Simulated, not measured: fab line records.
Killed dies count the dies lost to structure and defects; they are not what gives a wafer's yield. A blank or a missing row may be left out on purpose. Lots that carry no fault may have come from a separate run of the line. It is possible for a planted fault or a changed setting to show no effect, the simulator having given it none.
Comparing a struck lot with a sound one | flow n5_finfet | 15 out of 1938 route steps
Sound: the wafers L642.1, L642.5, L642.6. Struck: wafer L647.4 (left out: L647.1, L647.6 of the same lot, which were not struck); the cause appears at the end.
Per side, at each step with rows, come the tool, then ch with its chambers, and then its first start. Under that, the readings that differ: sound wafers | struck wafers | difference of the means | sigmas: that difference in standard deviations of wafers without a fault.
alike: a reading whose means differ by less than 2 such deviations, as well as words and numbers matching on both sides. not compared: withheld readings; readings where some wafer has no value; bounds like >300 that might hide an equal value; numbers whose values overlap and for which the record gives no deviation.
Wherever a step has rows on one side only, a row that says differs or no value, or a row with sigmas, the two part there. When numbers do not overlap yet have no deviation, they are printed without sigmas and do not part them. A reading that every wafer of one side lacks parts them only if that side has two wafers or more.

N5_HKMG_FIN_STRIP_34: strips in CF4.
  sound on rie_diel-04 ch 0,1, day 4 17:30; struck on rie_diel-04 ch 0, day 5 22:14
  alike: drypump_motor_current_A, oes_product_au, rf_vpp_V, showerhead_plenum_p_Torr, throttle_valve_pct
  not compared: rf_hours_counter_h
N5_HKMG_FIN_ETCH_35: etches SOC in N2/H2, target depth 215.8 nm, time 243.4 s.
  sound on rie_diel-04 ch 0,1, day 4 17:31; struck on rie_diel-04 ch 0, day 5 22:16
  alike: drypump_motor_current_A, oes_product_au, rf_vpp_V, showerhead_plenum_p_Torr, throttle_valve_pct
  not compared: rf_hours_counter_h
N5_HKMG_FIN_STRIP_92: strips SOC in N2/H2, time 20 s.
  sound on rie_diel-04 ch 0,1, day 4 17:40; struck on rie_diel-04 ch 0, day 5 22:25
  alike: drypump_motor_current_A, oes_product_au, rf_vpp_V, showerhead_plenum_p_Torr, throttle_valve_pct
  not compared: rf_hours_counter_h
then, 1 step without rows for these wafers: N5_HKMG_FIN_WET_ETCH_18 (etches TiN in SC1, time 55 s, target depth 5.2 nm, rinse time 30 s).
N5_HKMG_FIN_STRIP_19: strips in N2/H2, time 360 s.
  sound on plasma_asher-02 ch 0,1, day 4 17:49; struck on plasma_asher-01 ch 1, day 5 22:34
  alike: drypump_motor_current_A, heater_power_w
  not compared: rf_hours_counter_h
then, 2 steps without rows for these wafers: N5_HKMG_FIN_ALD_91 (deposits TiN, target thk 1 nm, pulse time 1 s, purge time 3 s); N5_HKMG_FIN_COAT_85 (time 60 s, resist thk 300 nm).
N5_HKMG_FIN_ETCH_86: etches SOC in N2/H2, stops on TiN, target depth 393.2 nm.
  sound on rie_diel-05 ch 2,3, day 4 18:33; struck on rie_diel-06 ch 0, day 5 23:17
  reading                         | sound          | struck | difference | sigmas
  showerhead_plenum_p_Torr (Torr) | 2.70 2.54 2.70 | 2.41   | -0.24      | -3
  alike: drypump_motor_current_A, oes_product_au, rf_vpp_V, throttle_valve_pct
  not compared: rf_hours_counter_h
then, 4 steps without rows for these wafers: N5_HKMG_FIN_STRIP_89 (strips SOC in N2/H2, time 20 s); N5_HKMG_FIN_WET_ETCH_87 (etches TiN in SC1, time 154.2 s, target depth 4.7 nm, rinse time 30 s); N5_HKMG_FIN_STRIP_88 (strips in N2/H2, time 360 s); N5_HKMG_FIN_NWFM_ALD_20 (deposits TiAlC, target thk 2 nm, pulse time 3 s, purge time 2 s).
N5_HKMG_FIN_ALD_71: deposits TiN, target thk 1 nm, pulse time 1 s, purge time 3 s.
  sound on ald_metal-03 ch 2,3, day 4 19:17; struck on ald_metal-03 ch 1, day 6 00:04
  reading                                  | sound       | struck | difference | sigmas
  ald_cycles                               | 47 47 47    | 85     | +38        |
  heater_power_w (W)                       | 735 737 970 | 1024   | +210       | +2
  model.TiN_of_HKMG_FIN_ALD_71.thk_nm (nm) | 1 1 1       | 1.8    | +0.8       |
  alike: precursor_pulse_height_rel
then, 1 step without rows for these wafers: N5_HKMG_FIN_COAT_66 (time 60 s, resist thk 300 nm).
-- the record jumps here: 3 days lie between the struck wafers' starts before and after (it left off in module HKMG_FIN and takes up again in module BEOL_M4, whose first step shown is number 1111 of the route) --
N5_BEOL_M4_RC_MEAS_101:
  sound on prober-01 ch 0, day 8 23:22; struck on prober-02 ch 0, day 9 07:37
  reading        | sound          | struck | difference | sigmas
  IOFF_P (nA/um) | 0.20 0.17 0.21 | 0.28   | +0.09      | +2
  alike: DIBL_N, DIBL_P, IOFF_N, ION_N, ION_P, SS_N, SS_P, VT_N, VT_P

WHERE THEY PART
Last at N5_BEOL_M4_RC_MEAS_101 as far as this record goes, first at N5_HKMG_FIN_ETCH_86.

WHY: what had been put in by the simulator
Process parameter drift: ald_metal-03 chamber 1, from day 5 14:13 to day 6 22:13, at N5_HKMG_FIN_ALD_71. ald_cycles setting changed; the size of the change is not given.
